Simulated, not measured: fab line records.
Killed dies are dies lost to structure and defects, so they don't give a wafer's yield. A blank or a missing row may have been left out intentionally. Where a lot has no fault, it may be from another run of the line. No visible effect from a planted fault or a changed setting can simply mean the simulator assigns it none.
Split-lot experiment	flow n5-finfet	on a route of 1938 steps: 7 lots, 21 wafers read

SPLIT DETAILS
At N5_BEOL_M6_HM_DEP_02 (deposits TiN, target thk 20 nm), the setting target-thk-a was moved away from the recipe's 200 angstrom on 9 of the 21 wafers read, by -12.5% to +9.3%. This setting was run at the recipe's value on the other wafers.

FROM THE SPLIT TO THE READING: what the file shows between them, 4 steps
- N5_BEOL_M6_COAT_59: time 60 s, resist thk 100 nm
- N5_BEOL_M6_COAT_60: time 60 s, resist thk 35 nm
- N5_BEOL_M6_STRIP_68: strips in N2/H2
- N5_BEOL_M6_STRIP_67: strips in CF4

THE READING
etch.depth-nm (the simulator's own value, which no gauge read), in nm, at N5_BEOL_M6_HM_OPEN_17 (chemistry Cl2/BCl3, target TiN, target depth 20 nm, overetch 6 nm). The file gives no usual value for it. Average 20.17 nm, standard deviation 0.28 nm, over the 12 wafers here run with the recipe.

wafer	tool, chamber at the split	target-thk-a as run, angstrom	against the recipe	etch.depth-nm, nm	against lot-mates on the recipe
L076.1	pvd-sputter-03, -	181.8	-9.1%	18.17	-2.24
L076.2	pvd-sputter-03, -	181.8	-9.1%	18.91	-1.50
L076.5	pvd-sputter-03, -	200	recipe	20.41	-
L078.1	pvd-sputter-01, -	190.1	-4.9%	19.27	-1.04
L078.3	pvd-sputter-01, -	190.1	-4.9%	18.93	-1.38
L078.6	pvd-sputter-01, -	200	recipe	20.31	-
L081.1	pvd-sputter-03, -	200	recipe	20.29	-
L081.4	pvd-sputter-03, -	200	recipe	20.19	-
L081.5	pvd-sputter-03, -	200	recipe	20.2	-
L086.1	pvd-sputter-03, -	213.6	+6.8%	22.2	+1.75
L086.3	pvd-sputter-03, -	213.6	+6.8%	21.76	+1.31
L086.6	pvd-sputter-03, -	200	recipe	20.45	-
L093.1	pvd-sputter-03, -	200	recipe	19.88	-
L093.5	pvd-sputter-03, -	200	recipe	19.44	-
L093.6	pvd-sputter-03, -	174.9	-12.5%	17.51	-2.15
L094.1	pvd-sputter-01, -	200	recipe	20.27	-
L094.2	pvd-sputter-01, -	200	recipe	19.91	-
L094.6	pvd-sputter-01, -	218.5	+9.3%	21.86	+1.77
L095.2	pvd-sputter-01, -	200	recipe	20.45	-
L095.3	pvd-sputter-01, -	180.8	-9.6%	18.27	-2.05
L095.4	pvd-sputter-01, -	200	recipe	20.2	-

FIT RESULTS
A straight line over all 21 wafers: etch.depth-nm changes by +0.208 nm for each +1% of target-thk-a; r = +0.97; the points scatter about the line by 0.31 nm.
The same after taking each lot's own level away (the mean of its wafers on the recipe; 21 wafers): +0.202 nm for each +1%; r = +0.98; scatter 0.22 nm.
That fit puts the effect of the largest move of target-thk-a on the reading at 2.5 nm.
Across the lots, their own levels run from 19.660 to 20.450 nm, a range of 2.8 times the standard deviation given above.
Consequently the slope shifts little with the lot-to-lot level, the two slopes agreeing.
Check: for one of the wafers moved furthest among these (-12.5%), held out of the fit, the line's prediction against its lot-mates is -2.67 nm. Against them it came out at -2.15 nm.

FURTHER SPLITS ON THESE WAFERS
Other splits were also applied to these wafers ahead of the reading. Each is held against what the fit with the lots' levels taken away leaves over:
other split on the same wafers	wafers away from the commonest value	r with etch.depth-nm (lot level and that fit taken away)
N5_BEOL_M3_TRENCH_ETCH_37 time-s	7	+0.11
N5_BEOL_M3_ETCH_41 target-depth-a	10	-0.28
N5_BEOL_M4_EXPOSE_25 dose-mj	8	+0.07
N5_BEOL_M4_DESCUM_33 time-s	10	+0.56
N5_BEOL_M5_DESCUM_16 time-s	9	-0.10
N5_BEOL_M6_ILD_DEP_00 time-s	6	-0.07

THE WHOLE CHAIN: every reading that the file lists as answering this split, in the file's order
step	what it does	reading	change (the file's fit)	r (the file's)
N5_BEOL_M6_HM_DEP_02	deposits TiN, target thk 20 nm	TiN_of_BEOL_M6_HM_DEP_02.thk-nm (the simulator's own value, which no gauge read)	+0.194 nm for each +1% of the setting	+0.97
N5_BEOL_M6_HM_OPEN_17	chemistry Cl2/BCl3, target TiN, target depth 20 nm, overetch 6 nm	etch.depth-nm (the simulator's own value, which no gauge read)	+0.197 nm for each +1% of the setting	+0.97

THE FILE'S OWN FIT
etch.depth-nm changes by +0.197 nm for each +1% of target-thk-a, r = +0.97.
